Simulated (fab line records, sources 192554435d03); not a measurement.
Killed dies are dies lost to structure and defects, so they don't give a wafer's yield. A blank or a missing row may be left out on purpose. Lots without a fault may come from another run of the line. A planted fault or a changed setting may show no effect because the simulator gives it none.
Split-lot experiment | flow n5_finfet | 7 lots, 21 wafers read, on a route of 1938 steps

THE SPLIT
At N5_BEOL_M10_VIA_ETCH_34 (etches SiCOH lowk in C4F6/O2, target depth 184.5 nm, time 69.2 s), the setting time_s was moved away from the recipe's 69.2 s on 9 of the 21 wafers read, by -12.4% to +14.4%. The other wafers ran this setting at the recipe's value.

The reading is taken at the split's own step.

THE READING
SOC_of_BEOL_M10_COAT_63.thk_nm (the simulator's own value, which no gauge read), in nm, at N5_BEOL_M10_VIA_ETCH_34 (etches SiCOH lowk in C4F6/O2, target depth 184.5 nm, time 69.2 s). The file gives no usual value for it. The 12 wafers here that ran the recipe average 91.8 nm, standard deviation 0.24 nm.

wafer  | tool, chamber at the split | time_s as run, s | against the recipe | SOC_of_BEOL_M10_COAT_63.thk_nm, nm | against lot-mates on the recipe
L075.1 | rie_diel-02, 3             | 69.2             | recipe             | 91.6                               | -
L075.4 | rie_diel-02, 0             | 69.2             | recipe             | 91.8                               | -
L075.5 | rie_diel-02, 1             | 69.2             | recipe             | 92                                 | -
L083.2 | rie_diel-02, 2             | 69.2             | recipe             | 91.4                               | -
L083.4 | rie_diel-02, 3             | 69.2             | recipe             | 91.8                               | -
L083.6 | rie_diel-02, 0             | 69.2             | recipe             | 91.6                               | -
L082.1 | rie_diel-01, 2             | 62.09            | -10.3%             | 92.6                               | no lot-mate on the recipe
L082.4 | rie_diel-01, 0             | 62.09            | -10.3%             | 92.8                               | no lot-mate on the recipe
L082.5 | rie_diel-01, 3             | 62.09            | -10.3%             | 92.8                               | no lot-mate on the recipe
L090.1 | rie_diel-01, 0             | 60.63            | -12.4%             | 93.2                               | +1.6
L090.3 | rie_diel-01, 1             | 60.63            | -12.4%             | 92.8                               | +1.2
L090.6 | rie_diel-01, 1             | 69.2             | recipe             | 91.6                               | -
L096.2 | rie_diel-06, 3             | 62.36            | -9.9%              | 92.2                               | +0.4
L096.4 | rie_diel-06, 1             | 62.36            | -9.9%              | 92.8                               | +1.0
L096.6 | rie_diel-06, 1             | 69.2             | recipe             | 91.8                               | -
L094.1 | rie_diel-01, 3             | 69.2             | recipe             | 91.8                               | -
L094.2 | rie_diel-01, 2             | 69.2             | recipe             | 92                                 | -
L094.6 | rie_diel-01, 1             | 69.2             | recipe             | 92.4                               | -
L092.1 | rie_diel-01, 3             | 69.2             | recipe             | 91.8                               | -
L092.2 | rie_diel-01, 0             | 79.16            | +14.4%             | 90.4                               | -1.4
L092.4 | rie_diel-01, 1             | 79.16            | +14.4%             | 90.8                               | -1.0

THE FIT
A straight line over all 21 wafers: SOC_of_BEOL_M10_COAT_63.thk_nm changes by -0.0863 nm for each +1% of time_s; r = -0.94; the points scatter about the line by 0.25 nm.
The same after taking each lot's own level away (the mean of its wafers on the recipe; 18 wafers): -0.0903 nm for each +1%; r = -0.94; scatter 0.24 nm.
On that fit, the largest move of time_s shifts the reading by 1.3 nm.
The lots' own levels span 91.60 to 92.07 nm, that is 1.9 times the standard deviation above.
So the lot-to-lot level changes the slope little: the two slopes agree.
Check: with one of the wafers moved furthest among these (+14.4%) left out of the fit, the line predicts -1.22 nm for it against its lot-mates. It came out at -1.4 nm against them.

OTHER SPLITS ON THESE WAFERS
These wafers also went through other splits before the reading. Each is held against what the fit with the lots' levels taken away leaves over:
other split on the same wafers | wafers away from the commonest value | r with SOC_of_BEOL_M10_COAT_63.thk_nm (lot level and that fit taken away)
N5_BEOL_M8_ETCH_66 bias_w      | 9                                    | -0.06
N5_BEOL_M9_COAT_22 spin_rpm    | 3                                    | +0.04

THE WHOLE CHAIN: every reading that the file lists as answering this split, in the file's order
step                    | what it does                                                     | reading                                                                         | change (the file's fit)                | r (the file's)
N5_BEOL_M10_VIA_ETCH_34 | etches SiCOH lowk in C4F6/O2, target depth 184.5 nm, time 69.2 s | etch.depth_nm (the simulator's own value, which no gauge read)                  | +1.94 nm for each +1% of the setting   | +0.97
N5_BEOL_M10_VIA_ETCH_34 | etches SiCOH lowk in C4F6/O2, target depth 184.5 nm, time 69.2 s | SOC_of_BEOL_M10_COAT_63.thk_nm (the simulator's own value, which no gauge read) | -0.0906 nm for each +1% of the setting | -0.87

THE FILE'S OWN FIT
SOC_of_BEOL_M10_COAT_63.thk_nm changes by -0.0906 nm for each +1% of time_s, r = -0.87.
